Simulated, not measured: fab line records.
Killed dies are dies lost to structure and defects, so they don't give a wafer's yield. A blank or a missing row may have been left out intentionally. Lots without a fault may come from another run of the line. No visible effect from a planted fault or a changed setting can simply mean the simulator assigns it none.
fab line records	flow nandHarc
record: lots: 24	wafers: 72	lastDay: 24
route steps=1159 shown A_CONTACT@900 A_BLC@981
lots that met no fault: from a run of the same line without faults
startH: the number of hours between the record's first day and the start of the first shown wafer of the lot	waitH: how many hours have passed since the lot's step before this one	" as in the row above	L1.1+2: a single row standing in for several wafers	- no value, or no start given	* or withheld: withheld	< > ~ a bound
route shown NAME@n: NAME is a module with steps in the file, n the number in the route of the first one	usual: average and standard deviation across the fault-free wafers	same: alike in all rows	chamber/n: place in a boat	sites: each site's reading	_std_site: their standard deviation	_edge_site: inner sites' mean taken away from outer sites' mean	radiusMm: for every site, how far away it sits from the centre of the wafer	mask NAME#n: copy n	behind: the most recent tool/chamber to have shaped the wafer	hold: why the lot went on hold/how many hours it stayed there/how the hold came to an end	device: which transistor (n, p or np) failed to switch	end of line: tests run on the same wafers once the route is complete	a step without rows: its recipe alone	killed: count of dies lost to structure and defects at first sort (not the wafer's yield)	map: the dies of a wafer, with x for killed, . for not killed, _ for no die there
set.NAME: the setting the step ran with; set.NAME@STEP: the setting that earlier step ran with	model.NAME: the simulator's own value behind a step, which no gauge read
one table for each step of the route and one row for each wafer, over a sample of lots
services: a tool's chamber out of use, with start hour (startH, from the record's first day; less than 0 if before it), hours out, and reason
== steps ==
step: NHARC_A_CONTACT_ETCH_75
recipe: targetDepthA: 390	overEtchFrac: 0.3	timeS: 65	ionEnergyEv: 80	cf4FlowSccm: 150	arFlowSccm: 0	rfW: 300	biasW: 100	chemistry: CF4
usual: biasW: 100.0/0.31	cf4FlowSccm: 150.0/0.46	drypumpMotorCurrentA: 5.7/0.43	oesProductAu: 0.997/0.0084	rfVppV: 151.5/1.3	showerheadPlenumPTorr: 1.77/0.085	throttleValvePct: 13.284/0.009
lot.wafer	tool	chamber	startH	waitH	biasW	cf4FlowSccm	drypumpMotorCurrentA	oesProductAu	rfHoursCounterH	rfVppV	showerheadPlenumPTorr	throttleValvePct
L075.1	rieDiel-09	3	377.93	0.1	99.5	149.6	5.6	1.005	48	153.7	1.84	13.281
L075.3	"	0	"	"	100.0	149.6	6.4	0.989	45	152.6	1.80	13.291
L075.5	"	2	"	"	100.5	149.6	5.6	1.010	-	152.1	1.81	13.278
L074.1	rieDiel-03	3	379.19	0.1	100.2	150.4	5.3	0.998	61	151.2	1.66	13.270
L074.2	"	2	"	"	100.0	149.5	5.2	0.993	59	153.2	1.87	13.285
L074.6	"	2	"	"	99.7	149.2	5.2	0.996	-	153.2	1.87	13.296
L076.3	rieDiel-01	3	393.13	0.1	99.8	149.2	6.2	1.007	16	152.0	1.74	13.285
L076.2	"	1	"	"	100.6	151.1	6.1	0.996	13	150.5	1.68	13.289
L076.5	"	1	"	"	100.4	150.5	6.0	0.987	-	150.4	1.68	13.289
L077.2	rieDiel-01	0	395.20	0.1	100.1	150.1	5.7	1.006	15	153.2	1.90	13.290
L077.5	"	3	"	"	100.2	150.4	6.2	1.011	-	150.1	1.74	13.283
L077.4	"	1	"	"	99.8	150.1	6.1	1.005	-	150.8	1.68	13.296
L078.2	rieDiel-03	1	405.09	0.2	99.9	150.3	4.7	1.009	0	152.3	1.83	13.306
L078.6	"	1	"	"	99.7	150.6	4.7	1.007	-	153.0	1.83	13.283
L078.5	"	2	"	"	99.5	150.2	5.2	0.996	-	153.0	1.87	13.279
L079.3	rieDiel-01	1	410.46	0.1	100.5	149.5	6.0	0.994	17	151.5	1.68	13.296
L079.4	"	0	"	"	100.1	150.2	5.7	0.996	-	152.0	1.90	13.288
L079.5	"	1	"	"	100.4	149.8	6.1	0.987	-	149.8	1.68	13.279
L080.4	rieDiel-01	1	420.60	0.1	99.8	150.0	6.1	0.987	19	148.6	1.68	13.284
L080.1	"	3	"	"	101.0	150.7	6.2	1.019	22	151.6	1.74	13.280
L080.5	"	1	"	"	99.4	149.9	6.0	0.994	-	150.9	1.68	13.291
L081.4	rieDiel-09	2	424.03	0.1	100.2	149.8	5.6	1.001	64	150.4	1.81	13.285
L081.2	"	1	"	"	100.2	149.5	5.0	1.006	61	150.5	1.65	13.284
L081.6	"	2	"	"	100.2	149.4	5.6	1.009	-	151.0	1.81	13.295
L084.2	rieDiel-01	0	437.82	0.1	99.8	149.9	5.7	0.994	24	152.7	1.90	13.277
L084.4	"	2	"	"	100.2	148.8	5.6	0.990	17	150.1	1.73	13.294
L084.5	"	0	"	"	99.8	150.1	5.7	0.996	-	154.0	1.90	13.270
L085.3	rieDiel-01	3	441.32	0.1	99.7	150.1	6.2	1.000	26	150.4	1.74	13.300
L085.4	"	2	"	"	100.3	149.9	5.6	0.989	18	151.3	1.73	13.282
L085.6	"	3	"	"	99.9	149.9	6.2	0.999	-	150.8	1.74	13.271
L083.3	rieDiel-01	1	443.40	0.1	99.5	150.7	6.0	0.993	24	150.4	1.68	13.282
L083.5	"	1	"	"	99.9	150.1	6.0	0.990	-	153.0	1.68	13.283
L083.6	"	2	"	"	100.1	150.5	5.6	0.991	-	151.8	1.73	13.277
L082.4	rieDiel-03	1	443.51	0.1	100.1	149.9	4.7	1.010	21	153.2	1.83	13.291
L082.1	"	0	"	"	100.1	149.9	5.7	0.997	6	153.0	1.79	13.288
L082.6	"	2	"	"	100.2	149.7	5.2	0.990	-	152.6	1.87	13.282
L087.3	rieDiel-01	3	457.31	0.1	99.9	148.9	6.2	0.996	30	150.1	1.74	13.281
L087.2	"	0	"	"	100.1	149.9	5.7	0.995	29	151.9	1.90	13.293
L087.1	"	1	"	"	100.4	149.6	6.1	1.007	27	150.1	1.68	13.270
L086.2	rieDiel-03	3	458.44	0.1	99.6	150.2	5.3	0.989	19	150.0	1.65	13.285
L086.4	"	0	"	"	100.5	150.4	5.7	0.991	12	151.3	1.79	13.277
L086.5	"	2	"	"	100.2	150.2	5.2	1.001	-	150.7	1.87	13.277
L088.4	rieDiel-01	0	471.56	0.2	99.9	150.3	5.7	0.985	32	153.3	1.90	13.285
L088.2	"	1	"	"	99.8	150.6	6.0	0.981	29	149.9	1.68	13.279
L088.5	"	0	"	"	100.2	149.7	5.7	0.989	-	152.5	1.90	13.279
L089.3	rieDiel-09	0	471.91	0.1	99.6	149.8	6.4	0.997	12	153.4	1.79	13.301
L089.4	"	1	"	"	100.5	150.4	5.0	1.010	12	150.1	1.65	13.272
L089.6	"	1	"	"	100.4	150.3	5.0	1.014	-	149.4	1.65	13.281
L090.2	rieDiel-01	0	485.03	0.1	100.6	149.9	5.7	0.996	34	153.2	1.90	13.292
L090.4	"	2	"	"	100.1	149.9	5.6	1.000	26	151.4	1.72	13.285
L090.6	"	1	"	"	100.1	150.3	6.1	0.985	-	149.6	1.68	13.282
L091.1	rieDiel-03	3	486.00	0.1	100.4	150.2	5.3	0.991	29	149.7	1.65	13.287
L091.2	"	2	"	"	100.1	149.8	5.2	0.990	32	152.9	1.86	13.280
L091.5	"	0	"	"	100.5	150.0	5.7	0.980	-	151.1	1.79	13.283
L092.1	rieDiel-01	1	491.47	0.1	100.4	149.7	6.0	0.986	33	150.9	1.68	13.280
L092.3	"	2	"	"	100.0	149.0	5.6	1.003	27	150.5	1.72	13.279
L092.4	"	3	"	"	100.1	150.1	6.2	1.005	35	151.5	1.74	13.264
L093.4	rieDiel-01	2	507.34	0.2	100.1	149.6	5.6	0.997	0	152.0	1.72	13.304
L093.2	"	3	"	"	100.1	150.3	6.2	0.997	0	151.7	1.74	13.277
L093.5	"	2	"	"	99.7	149.9	5.6	0.992	-	151.0	1.72	13.283
L095.2	rieDiel-01	0	508.59	0.1	100.4	149.7	5.7	0.991	1	152.8	1.90	13.290
L095.6	"	3	"	"	100.0	150.0	6.2	0.999	-	151.0	1.74	13.277
L095.5	"	0	"	"	100.5	150.1	5.7	0.998	-	152.5	1.90	13.283
L094.4	rieDiel-09	0	510.57	0.1	99.7	150.0	6.4	1.005	29	150.4	1.79	13.293
L094.3	"	2	"	"	100.4	150.6	5.6	0.995	27	149.6	1.80	13.274
L094.5	"	1	"	"	100.1	150.3	5.0	0.993	-	149.4	1.64	13.282
L096.3	rieDiel-01	0	512.33	0.1	100.5	150.3	5.7	0.995	3	152.8	1.90	13.277
L096.1	"	1	"	"	99.5	150.5	6.1	0.986	2	151.2	1.67	13.279
L096.5	"	2	"	"	100.3	150.4	5.6	0.998	-	150.0	1.72	13.279
L097.1	rieDiel-01	2	522.67	0.1	99.5	150.4	5.6	0.996	4	151.0	1.72	13.283
L097.2	"	3	"	"	99.9	149.7	6.2	0.984	5	152.5	1.74	13.286
L097.5	"	1	"	"	100.5	148.7	6.1	0.985	-	149.3	1.67	13.298
step: NHARC_A_CONTACT_DEP_85
recipe: targetThkA: 500	targetThkNm: 50	tempC: 400	pressureTorr: 3.5	flowSccm: 200	rfW: 350	material: SiON
usual: heaterPowerW: 718/89
lot.wafer	tool	chamber	startH	waitH	heaterPowerW
L075.1	pecvd-03	2	384.97	1.1	713
L075.3	"	0	"	"	696
L075.5	"	2	"	"	733
L074.1	pecvd-03	0	386.19	1.1	721
L074.2	"	2	"	"	676
L074.6	"	2	"	"	662
L076.3	pecvd-03	1	399.57	0.7	714
L076.2	"	2	"	"	779
L076.5	"	2	"	"	750
L077.2	pecvd-02	0	401.11	0.9	602
L077.5	"	2	"	"	779
L077.4	"	0	"	"	615
L078.2	pecvd-03	2	412.21	0.8	621
L078.5	"	2	"	"	627
L078.6	"	0	"	"	742
L079.3	pecvd-03	0	417.14	0.7	696
L079.5	"	0	"	"	721
L079.4	"	2	"	"	706
L080.1	pecvd-03	0	426.11	1.1	751
L080.4	"	1	"	"	724
L080.5	"	2	"	"	725
L081.2	pecvd-04	2	430.83	0.9	497
L081.4	"	1	"	"	847
L081.6	"	0	"	"	807
L084.2	pecvd-02	0	443.48	0.9	680
L084.4	"	0	"	"	686
L084.5	"	2	"	"	788
L085.3	pecvd-02	0	449.99	0.7	573
L085.6	"	2	"	"	823
L085.4	"	0	"	"	595
L083.3	pecvd-03	1	450.85	0.7	708
L083.5	"	0	"	"	685
L083.6	"	1	"	"	698
L082.1	pecvd-03	0	451.23	1.1	724
L082.4	"	2	"	"	757
L082.6	"	0	"	"	754
L087.2	pecvd-04	0	463.19	0.9	707
L087.3	"	1	"	"	866
L087.1	"	2	"	"	594
L086.2	pecvd-03	0	464.42	0.9	651
L086.4	"	0	"	"	671
L086.5	"	2	"	"	729
L088.2	pecvd-04	0	477.30	0.9	766
L088.4	"	1	"	"	820
L088.5	"	0	"	"	777
L089.3	pecvd-02	0	478.49	0.6	705
L089.4	"	1	"	"	858
L089.6	"	2	"	"	709
L090.2	pecvd-02	0	491.45	0.9	668
L090.6	"	1	"	"	836
L090.4	"	2	"	"	709
L091.2	pecvd-03	0	491.74	0.9	709
L091.1	"	1	"	"	690
L091.5	"	2	"	"	631
L092.3	pecvd-02	0	497.02	0.7	638
L092.1	"	1	"	"	790
L092.4	"	2	"	"	767
L093.2	pecvd-02	2	512.83	0.9	817
L093.5	"	2	"	"	800
L093.4	"	0	"	"	708
L095.2	pecvd-03	1	516.09	0.9	781
L095.6	"	2	"	"	768
L095.5	"	0	"	"	686
L094.3	pecvd-03	0	519.46	0.7	620
L094.5	"	0	"	"	626
L094.4	"	1	"	"	629
L096.1	pecvd-04	2	523.01	1.1	546
L096.3	"	0	"	"	789
L096.5	"	2	"	"	569
L097.1	pecvd-03	0	528.63	1.1	727
L097.2	"	1	"	"	637
L097.5	"	0	"	"	742
step: NHARC_A_CONTACT_ETCH_89
recipe: targetDepthA: 2600	overEtchFrac: 0.3	timeS: 475.3	ionEnergyEv: 200	n2FlowSccm: 150	h2FlowSccm: 150	arFlowSccm: 0	rfW: 400	biasW: 150	chemistry: N2/H2
usual: biasW: 150.0/0.46	drypumpMotorCurrentA: 5.6/0.46	oesProductAu: 1.000/0.0093	rfVppV: 430/3	showerheadPlenumPTorr: 2.04/0.11	throttleValvePct: 14.172/0.0084
lot.wafer	tool	chamber	startH	waitH	biasW	drypumpMotorCurrentA	oesProductAu	rfHoursCounterH	rfVppV	showerheadPlenumPTorr	throttleValvePct
L075.1	rieDiel-03	2	-	-	150.0	5.2	1.011	61	435	2.17	14.167
L075.3	"	3	"	"	149.6	5.3	1.003	63	427	1.89	14.169
L075.5	"	3	"	"	149.7	5.3	1.010	-	427	1.89	14.168
L074.1	rieDiel-09	0	-	-	150.5	6.4	0.995	48	432	2.08	14.177
L074.2	"	1	"	"	149.4	5.0	1.010	47	425	1.89	14.169
L074.6	"	3	"	"	150.4	5.6	1.003	-	434	2.14	14.170
L076.3	rieDiel-01	1	-	-	149.8	6.1	0.993	15	428	1.93	14.176
L076.2	"	0	"	"	150.1	5.7	1.003	17	434	2.21	14.160
L076.5	"	0	"	"	150.0	5.7	1.013	-	434	2.21	14.170
L077.4	rieDiel-09	0	-	-	150.3	6.4	0.989	55	432	2.08	14.160
L077.2	"	1	"	"	150.7	5.0	1.009	53	426	1.89	14.172
L077.5	"	3	"	"	150.5	5.6	1.004	-	432	2.13	14.155
L078.2	rieDiel-01	0	-	-	149.7	5.7	1.009	19	435	2.21	14.171
L078.6	"	0	"	"	149.7	5.7	0.994	-	437	2.21	14.168
L078.5	"	3	"	"	148.7	6.2	1.002	-	430	2.01	14.178
L079.3	rieDiel-01	1	-	-	149.9	6.1	0.993	18	428	1.93	14.173
L079.4	"	3	"	"	148.7	6.2	1.002	21	430	2.01	14.178
L079.5	"	1	"	"	149.7	6.0	0.996	-	427	1.93	14.177
L080.4	rieDiel-09	3	-	-	150.0	5.6	1.008	67	433	2.13	14.178
L080.1	"	1	"	"	150.8	5.0	1.018	62	427	1.89	14.175
L080.5	"	3	"	"	150.3	5.6	1.008	-	432	2.13	14.165
L081.4	rieDiel-01	2	-	-	150.2	5.6	1.005	16	431	1.99	14.165
L081.2	"	3	"	"	150.1	6.2	0.997	23	429	2.00	14.167
L081.6	"	2	"	"	149.9	5.6	0.998	-	429	1.99	14.174
L084.4	rieDiel-09	0	-	-	149.9	6.4	1.001	2	430	2.07	14.177
L084.2	"	1	"	"	150.2	5.0	1.018	2	425	1.89	14.182
L084.5	"	3	"	"	149.7	5.6	1.017	-	431	2.13	14.184
L085.4	rieDiel-01	1	-	-	149.9	6.0	1.005	26	427	1.92	14.164
L085.3	"	0	"	"	150.0	5.7	0.999	27	436	2.21	14.178
L085.6	"	2	"	"	150.4	5.6	0.994	-	428	1.99	14.169
L083.3	rieDiel-01	0	-	-	150.4	5.7	0.990	28	435	2.21	14.176
L083.5	"	3	"	"	150.2	6.2	0.997	-	429	2.00	14.163
L083.6	"	0	"	"	150.2	5.7	1.000	-	436	2.21	14.185
L082.1	rieDiel-03	3	-	-	150.8	5.3	0.983	17	425	1.89	14.174
L082.4	"	0	"	"	150.0	5.8	0.989	9	431	2.07	14.165
L082.6	"	3	"	"	149.9	5.3	0.991	-	426	1.89	14.178
L087.1	rieDiel-03	2	-	-	150.0	5.2	1.001	22	434	2.16	14.185
L087.3	"	3	"	"	150.6	5.3	1.000	20	426	1.89	14.191
L087.2	"	0	"	"	150.0	5.7	0.986	13	432	2.07	14.161
L086.2	rieDiel-09	0	-	-	149.8	6.4	1.008	10	431	2.07	14.166
L086.4	"	3	"	"	149.6	5.6	1.007	11	434	2.13	14.166
L086.5	"	1	"	"	150.5	5.0	1.002	-	424	1.89	14.185
L088.4	rieDiel-01	0	-	-	150.5	5.7	0.997	33	435	2.21	14.173
L088.2	"	2	"	"	149.8	5.6	1.003	25	430	1.98	14.168
L088.5	"	0	"	"	150.2	5.7	0.997	-	435	2.21	14.195
L089.3	rieDiel-01	0	-	-	150.0	5.7	0.985	34	435	2.21	14.166
L089.6	"	0	"	"	149.4	5.7	0.992	-	435	2.21	14.161
L089.4	"	1	"	"	149.6	6.0	0.987	-	428	1.92	14.166
L090.2	rieDiel-03	3	-	-	151.0	5.3	1.007	31	425	1.88	14.168
L090.4	"	1	"	"	150.0	4.7	1.018	40	433	2.11	14.178
L090.6	"	2	"	"	150.6	5.2	1.010	-	433	2.16	14.174
L091.1	rieDiel-09	1	-	-	150.8	5.0	1.001	20	427	1.88	14.167
L091.2	"	2	"	"	150.7	5.6	0.998	19	431	2.08	14.175
L091.5	"	1	"	"	150.2	5.1	1.007	-	427	1.88	14.162
L092.1	rieDiel-09	0	-	-	149.6	6.4	0.997	25	432	2.06	14.165
L092.4	"	1	"	"	150.1	5.0	1.003	24	426	1.88	14.172
L092.3	"	2	"	"	150.0	5.6	0.986	23	432	2.08	14.162
L093.2	rieDiel-03	1	-	-	150.0	4.7	1.025	47	433	2.11	14.162
L093.5	"	3	"	"	150.7	5.3	0.992	-	425	1.88	14.166
L093.4	"	0	"	"	150.5	5.7	0.989	-	431	2.06	14.157
L095.2	rieDiel-03	1	-	-	150.3	4.8	1.006	48	431	2.11	14.162
L095.5	"	0	"	"	150.7	5.8	0.983	-	429	2.06	14.171
L095.6	"	1	"	"	149.7	4.7	1.020	-	431	2.11	14.171
L094.3	rieDiel-03	1	-	-	150.4	4.7	1.004	50	431	2.11	14.169
L094.5	"	1	"	"	150.9	4.7	1.013	-	432	2.11	14.170
L094.4	"	3	"	"	149.5	5.3	0.995	-	426	1.88	14.168
L096.3	rieDiel-01	2	-	-	149.8	5.6	0.991	5	430	1.98	14.162
L096.1	"	3	"	"	150.1	6.2	0.989	6	429	2.00	14.167
L096.5	"	3	"	"	150.3	6.2	0.979	-	431	2.00	14.173
L097.2	rieDiel-01	1	-	-	149.3	6.1	0.976	7	426	1.92	14.177
L097.1	"	2	"	"	149.4	5.6	0.996	6	429	1.98	14.161
L097.5	"	0	"	"	150.5	5.7	0.996	-	434	2.20	14.186
step: NHARC_A_CONTACT_ALD_18
recipe: targetThkA: 30	pulseTimeS: 1	aldCycles: 150	tempC: 450	material: TiN
usual: heaterPowerW: 1061/87	precursorPulseHeightRel: 0.999/0.023
lot.wafer	tool	chamber	startH	waitH	heaterPowerW	precursorPulseHeightRel
L075.3	aldMetal-02	0	390.51	-	942	0.968
L075.1	"	1	"	"	1158	1.008
L075.5	"	0	"	"	957	0.981
L074.2	aldMetal-01	3	390.59	-	1029	1.016
L074.1	"	1	"	"	1068	0.993
L074.6	"	3	"	"	1026	1.002
L076.3	aldMetal-01	2	404.32	-	1145	0.983
L076.2	"	3	"	"	1035	0.963
L076.5	"	1	"	"	1086	0.992
L077.2	aldMetal-02	1	405.31	-	1123	1.009
L077.4	"	3	"	"	1154	1.016
L077.5	"	1	"	"	1105	0.992
L078.2	aldMetal-04	3	416.55	-	1065	0.969
L078.5	"	2	"	"	1061	0.986
L078.6	"	3	"	"	1055	0.988
L079.3	aldMetal-01	2	421.30	-	1132	1.000
L079.4	"	3	"	"	1059	1.003
L079.5	"	2	"	"	1133	0.980
L080.1	aldMetal-02	1	430.40	-	1141	1.026
L080.4	"	0	"	"	974	0.988
L080.5	"	2	"	"	884	1.000
L081.2	aldMetal-01	2	435.04	-	1124	0.981
L081.4	"	3	"	"	1022	0.984
L081.6	"	2	"	"	1140	1.006
L084.4	aldMetal-04	1	447.69	-	979	0.980
L084.2	"	3	"	"	1065	1.013
L084.5	"	1	"	"	965	0.982
L085.3	aldMetal-01	3	454.15	-	1042	0.990
L085.4	"	1	"	"	1089	0.966
L085.6	"	0	"	"	1162	0.975
L083.3	aldMetal-01	1	454.98	-	1069	0.982
L083.6	"	1	"	"	1081	1.016
L083.5	"	0	"	"	1143	0.982
L082.4	aldMetal-02	3	455.49	-	1177	0.993
L082.1	"	0	"	"	955	1.015
L082.6	"	2	"	"	883	1.015
L087.2	aldMetal-01	2	468.38	-	1125	1.011
L087.3	"	3	"	"	1005	1.001
L087.1	"	0	"	"	1138	0.978
L086.2	aldMetal-04	2	469.46	-	1076	1.016
L086.4	"	0	"	"	1138	1.032
L086.5	"	1	"	"	932	1.010
L088.2	aldMetal-04	0	481.74	-	1117	1.009
L088.5	"	2	"	"	1081	1.041
L088.4	"	0	"	"	1105	0.966
L089.3	aldMetal-02	2	483.00	-	902	0.975
L089.4	"	0	"	"	932	1.019
L089.6	"	1	"	"	1137	0.969
L091.2	aldMetal-04	1	496.03	-	980	0.985
L091.1	"	0	"	"	1097	1.019
L091.5	"	0	"	"	1117	1.033
L090.2	aldMetal-02	3	496.07	-	1173	1.012
L090.4	"	1	"	"	1127	0.987
L090.6	"	3	"	"	1153	1.024
L092.1	aldMetal-04	2	504.67	-	1065	0.988
L092.3	"	1	"	"	962	0.989
L092.4	"	0	"	"	1109	1.030
L093.4	aldMetal-01	0	517.21	-	1186	0.972
L093.2	"	1	"	"	1094	1.007
L093.5	"	2	"	"	1132	0.989
L095.2	aldMetal-01	1	520.50	-	1069	0.958
L095.5	"	0	"	"	1153	1.004
L095.6	"	1	"	"	1118	0.994
L094.4	aldMetal-04	0	524.08	-	1128	0.963
L094.3	"	1	"	"	955	0.990
L094.5	"	2	"	"	1062	1.040
L096.3	aldMetal-01	0	528.25	-	1178	1.054
L096.1	"	3	"	"	1018	0.992
L096.5	"	0	"	"	1202	0.933
L097.2	aldMetal-02	2	532.82	-	855	1.045
L097.1	"	0	"	"	944	1.024
L097.5	"	3	"	"	1170	0.977
step: NHARC_A_CONTACT_INSPECT_23
usual: rawDefectCount: 447/130
lot.wafer	tool	chamber	startH	waitH	rawDefectCount
L075.1	defectInspect-02	-	396.65	0.1	259
L075.3	"	-	"	"	262
L075.5	"	-	"	"	349
L074.1	defectInspect-01	-	397.42	0.1	305
L074.2	"	-	"	"	464
L074.6	"	-	"	"	422
L076.2	defectInspect-02	-	409.68	0.1	574
L076.3	"	-	"	"	582
L076.5	"	-	"	"	623
L077.2	defectInspect-01	-	410.08	0.1	363
L077.4	"	-	"	"	351
L077.5	"	-	"	"	334
L078.2	defectInspect-02	-	418.02	0.1	385
L078.5	"	-	"	"	356
L078.6	"	-	"	"	409
L079.3	defectInspect-01	-	426.88	0.1	648
L079.4	"	-	"	"	310
L079.5	"	-	"	"	585
L080.1	defectInspect-01	-	432.21	0.1	524
L080.4	"	-	"	"	348
L080.5	"	-	"	"	359
L081.2	defectInspect-01	-	438.71	0.1	429
L081.4	"	-	"	"	611
L081.6	"	-	"	"	540
L084.2	defectInspect-01	-	449.18	0.1	389
L084.4	"	-	"	"	718
L084.5	"	-	"	"	498
L085.3	defectInspect-01	-	455.67	0.1	316
L085.4	"	-	"	"	349
L085.6	"	-	"	"	461
L083.3	defectInspect-01	-	460.66	0.1	311
L083.5	"	-	"	"	419
L083.6	"	-	"	"	458
L082.1	defectInspect-01	-	460.82	0.1	393
L082.4	"	-	"	"	382
L082.6	"	-	"	"	473
L087.1	defectInspect-01	-	473.22	0.1	263
L087.2	"	-	"	"	296
L087.3	"	-	"	"	462
L086.2	defectInspect-01	-	473.97	0.1	463
L086.4	"	-	"	"	400
L086.5	"	-	"	"	619
L088.2	defectInspect-01	-	489.59	0.1	417
L088.4	"	-	"	"	327
L088.5	"	-	"	"	566
L089.3	defectInspect-01	-	490.34	0.1	331
L089.4	"	-	"	"	351
L089.6	"	-	"	"	643
L090.2	defectInspect-01	-	501.71	0.1	550
L090.4	"	-	"	"	677
L090.6	"	-	"	"	728
L091.1	defectInspect-02	-	502.47	0.1	306
L091.2	"	-	"	"	357
L091.5	"	-	"	"	330
L092.1	defectInspect-02	-	512.34	0.1	470
L092.3	"	-	"	"	411
L092.4	"	-	"	"	536
L093.2	defectInspect-01	-	518.66	0.1	416
L093.4	"	-	"	"	400
L093.5	"	-	"	"	334
L095.2	defectInspect-01	-	522.76	0.1	327
L095.5	"	-	"	"	523
L095.6	"	-	"	"	394
L094.3	defectInspect-01	-	525.53	0.1	449
L094.4	"	-	"	"	345
L094.5	"	-	"	"	494
L096.1	defectInspect-02	-	534.10	0.1	337
L096.3	"	-	"	"	312
L096.5	"	-	"	"	379
L097.1	defectInspect-01	-	534.85	0.1	449
L097.2	"	-	"	"	469
L097.5	"	-	"	"	403
step: NHARC_A_BLC_CD_MEAS_19
usual: cdNm: 100.5/2.1
lot.wafer	tool	chamber	startH	waitH	cdNm
L075.1	cdSem-02	-	398.23	-	101.0
L075.3	"	-	"	"	102.3
L075.5	"	-	"	"	99.4
L074.1	cdSem-02	-	399.33	-	100.4
L074.2	"	-	"	"	97.1
L074.6	"	-	"	"	99.1
L076.2	cdSem-03	-	411.35	-	100.6
L076.3	"	-	"	"	104.0
L076.5	"	-	"	"	102.4
L077.2	cdSem-01	-	411.74	-	98.8
L077.4	"	-	"	"	100.7
L077.5	"	-	"	"	100.3
L078.2	cdSem-03	-	419.58	-	101.8
L078.5	"	-	"	"	102.9
L078.6	"	-	"	"	98.2
L079.3	cdSem-01	-	428.55	-	102.7
L079.4	"	-	"	"	99.9
L079.5	"	-	"	"	100.8
L080.1	cdSem-01	-	434.34	-	99.6
L080.4	"	-	"	"	97.0
L080.5	"	-	"	"	98.0
L081.2	cdSem-01	-	440.37	-	101.6
L081.4	"	-	"	"	101.2
L081.6	"	-	"	"	101.1
L084.2	cdSem-02	-	450.84	-	98.9
L084.4	"	-	"	"	99.6
L084.5	"	-	"	"	100.3
L085.3	cdSem-03	-	457.36	-	99.7
L085.4	"	-	"	"	100.7
L085.6	"	-	"	"	104.5
L083.3	cdSem-03	-	462.33	-	96.5
L083.5	"	-	"	"	96.1
L083.6	"	-	"	"	99.0
L082.1	cdSem-01	-	462.48	-	104.8
L082.4	"	-	"	"	101.8
L082.6	"	-	"	"	102.4
L087.1	cdSem-01	-	474.75	-	102.6
L087.2	"	-	"	"	96.7
L087.3	"	-	"	"	102.9
L086.2	cdSem-03	-	475.64	-	99.5
L086.4	"	-	"	"	102.9
L086.5	"	-	"	"	102.5
L088.2	cdSem-02	-	491.13	-	101.5
L088.4	"	-	"	"	98.9
L088.5	"	-	"	"	100.2
L089.3	cdSem-02	-	492.01	-	101.7
L089.4	"	-	"	"	102.1
L089.6	"	-	"	"	100.5
L090.2	cdSem-01	-	503.37	-	99.3
L090.4	"	-	"	"	99.9
L090.6	"	-	"	"	100.2
L091.1	cdSem-03	-	504.32	-	99.4
L091.2	"	-	"	"	101.4
L091.5	"	-	"	"	99.8
L092.1	cdSem-03	-	514.02	-	102.9
L092.3	"	-	"	"	103.4
L092.4	"	-	"	"	101.4
L093.2	cdSem-03	-	520.33	-	98.9
L093.4	"	-	"	"	98.8
L093.5	"	-	"	"	97.7
L095.2	cdSem-03	-	524.43	-	103.8
L095.5	"	-	"	"	106.5
L095.6	"	-	"	"	99.8
L094.3	cdSem-01	-	527.21	-	99.6
L094.4	"	-	"	"	103.1
L094.5	"	-	"	"	101.9
L096.1	cdSem-02	-	535.65	-	101.1
L096.3	"	-	"	"	99.4
L096.5	"	-	"	"	101.1
L097.1	cdSem-01	-	536.51	-	102.0
L097.2	"	-	"	"	100.2
L097.5	"	-	"	"	94.1
== services ==
tool	chamber	startH	hours	kind
pecvd-03	-	363.90	0.8	repair
aldMetal-02	-	364.00	10.0	pm
rieDiel-09	0	371.94	1.3	repair
rieDiel-01	2	381.19	32.8	repair
rieDiel-01	1	383.76	2.5	repair
rieDiel-03	-	392.34	9.0	pm
aldMetal-04	-	406.00	10.0	pm
rieDiel-03	2	408.24	2.8	repair
rieDiel-01	0	424.13	5.2	repair
rieDiel-09	-	432.52	9.0	pm
aldMetal-01	1	437.14	5.4	repair
aldMetal-01	2	445.63	12.1	repair
aldMetal-04	1	448.65	3.8	repair
aldMetal-01	-	458.00	10.0	pm
rieDiel-01	-	465.79	1.9	repair
pecvd-03	-	473.20	13.0	pm
aldMetal-04	3	479.88	30.5	repair
aldMetal-04	-	488.95	1.2	repair
rieDiel-01	-	491.84	9.0	pm
pecvd-03	1	493.33	9.8	repair
aldMetal-01	-	497.90	0.2	repair
rieDiel-03	2	513.89	7.6	repair
rieDiel-09	3	514.81	12.1	repair
rieDiel-01	-	515.86	0.1	repair
== key ==
fault none
